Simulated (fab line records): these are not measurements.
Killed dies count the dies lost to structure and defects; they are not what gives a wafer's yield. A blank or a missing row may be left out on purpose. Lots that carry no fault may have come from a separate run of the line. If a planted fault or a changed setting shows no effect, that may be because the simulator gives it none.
Chamber matching / flow n5_finfet / N5_ZERO_LAYER_PECVD_02 on pecvd-02 has 3 sister chambers
The step deposits SiO2 from SiH4/N2O, target thk 10 nm, time 6 s. 18 wafers are shown with their chamber, then 9 later ones without.

== WAFERS WITH THEIR CHAMBER ==
wafer=L074.2; chamber=1; showerhead_vpp_V (V)=1061; showerhead_plenum_p_Torr (Torr)=8.20; heater_power_w (W)=904
wafer=L074.3; chamber=0; showerhead_vpp_V (V)=1016; showerhead_plenum_p_Torr (Torr)=8.23; heater_power_w (W)=627
wafer=L074.6; chamber=1; showerhead_vpp_V (V)=1068; showerhead_plenum_p_Torr (Torr)=8.18; heater_power_w (W)=925
wafer=L075.1; chamber=2; showerhead_vpp_V (V)=976; showerhead_plenum_p_Torr (Torr)=8.19; heater_power_w (W)=707
wafer=L075.2; chamber=0; showerhead_vpp_V (V)=1048; showerhead_plenum_p_Torr (Torr)=8.24; heater_power_w (W)=615
wafer=L075.5; chamber=1; showerhead_vpp_V (V)=1070; showerhead_plenum_p_Torr (Torr)=8.19; heater_power_w (W)=886
wafer=L077.1; chamber=1; showerhead_vpp_V (V)=1074; showerhead_plenum_p_Torr (Torr)=8.19; heater_power_w (W)=830
wafer=L077.5; chamber=0; showerhead_vpp_V (V)=1011; showerhead_plenum_p_Torr (Torr)=8.24; heater_power_w (W)=707
wafer=L077.6; chamber=1; showerhead_vpp_V (V)=1080; showerhead_plenum_p_Torr (Torr)=8.18; heater_power_w (W)=836
wafer=L078.1; chamber=1; showerhead_vpp_V (V)=1075; showerhead_plenum_p_Torr (Torr)=8.19; heater_power_w (W)=918
wafer=L078.3; chamber=1; showerhead_vpp_V (V)=1069; showerhead_plenum_p_Torr (Torr)=8.21; heater_power_w (W)=920
wafer=L078.6; chamber=0; showerhead_vpp_V (V)=1004; showerhead_plenum_p_Torr (Torr)=8.25; heater_power_w (W)=633
wafer=L080.3; chamber=1; showerhead_vpp_V (V)=1104; showerhead_plenum_p_Torr (Torr)=8.18; heater_power_w (W)=938
wafer=L080.4; chamber=0; showerhead_vpp_V (V)=1016; showerhead_plenum_p_Torr (Torr)=8.25; heater_power_w (W)=699
wafer=L080.5; chamber=1; showerhead_vpp_V (V)=1084; showerhead_plenum_p_Torr (Torr)=8.20; heater_power_w (W)=943
wafer=L082.1; chamber=2; showerhead_vpp_V (V)=960; showerhead_plenum_p_Torr (Torr)=8.16; heater_power_w (W)=744
wafer=L082.2; chamber=0; showerhead_vpp_V (V)=1017; showerhead_plenum_p_Torr (Torr)=8.25; heater_power_w (W)=724
wafer=L082.5; chamber=2; showerhead_vpp_V (V)=962; showerhead_plenum_p_Torr (Torr)=8.18; heater_power_w (W)=762

SIGNATURES (means of the wafers above)
reading=showerhead_vpp_V; chamber 0=1018.67; chamber 1=1076.11; chamber 2=966.00; scatter within a chamber=13
reading=showerhead_plenum_p_Torr; chamber 0=8.2433; chamber 1=8.1911; chamber 2=8.1767; scatter within a chamber=0.0106
reading=heater_power_w; chamber 0=667.50; chamber 1=900.00; chamber 2=737.67; scatter within a chamber=42.2
Rule: for a wafer and a chamber, the distance is found by dividing, reading by reading, the gap between the wafer's reading and the chamber's mean by the reading's scatter, squaring, summing and taking the root. The wafer belongs to the nearest chamber; if the next one is less than 2 further off, it can't be placed. The scatter: take each reading less its chamber's mean, square it, sum over the shown wafers, divide by the number of wafers less the number of chambers, and take the root.

== WAFERS WHOSE CHAMBER IS MISSING ==
wafer=L083.3; showerhead_vpp_V (V)=1017; showerhead_plenum_p_Torr (Torr)=8.23; heater_power_w (W)=718
wafer=L083.5; showerhead_vpp_V (V)=966; showerhead_plenum_p_Torr (Torr)=8.17; heater_power_w (W)=714
wafer=L083.6; showerhead_vpp_V (V)=1069; showerhead_plenum_p_Torr (Torr)=8.19; heater_power_w (W)=860
wafer=L092.4; showerhead_vpp_V (V)=1073; showerhead_plenum_p_Torr (Torr)=8.21; heater_power_w (W)=783
wafer=L092.5; showerhead_vpp_V (V)=1030; showerhead_plenum_p_Torr (Torr)=8.27; heater_power_w (W)=735
wafer=L092.6; showerhead_vpp_V (V)=959; showerhead_plenum_p_Torr (Torr)=8.15; heater_power_w (W)=623
wafer=L094.2; showerhead_vpp_V (V)=1017; showerhead_plenum_p_Torr (Torr)=8.25; heater_power_w (W)=697
wafer=L094.3; showerhead_vpp_V (V)=1083; showerhead_plenum_p_Torr (Torr)=8.21; heater_power_w (W)=820
wafer=L094.6; showerhead_vpp_V (V)=943; showerhead_plenum_p_Torr (Torr)=8.17; heater_power_w (W)=705

== CHAMBER TAKEN BY EACH ==
wafer=L083.3; from the rows above=0; in truth=0
wafer=L083.5; from the rows above=2; in truth=2
wafer=L083.6; from the rows above=1; in truth=1
wafer=L092.4; from the rows above=1; in truth=1
wafer=L092.5; from the rows above=0; in truth=0
wafer=L092.6; from the rows above=2; in truth=2
wafer=L094.2; from the rows above=0; in truth=0
wafer=L094.3; from the rows above=1; in truth=1
wafer=L094.6; from the rows above=2; in truth=2
Correct placement for 9 of the 9. Not placeable from these rows: 0. Placed wrongly: 0.
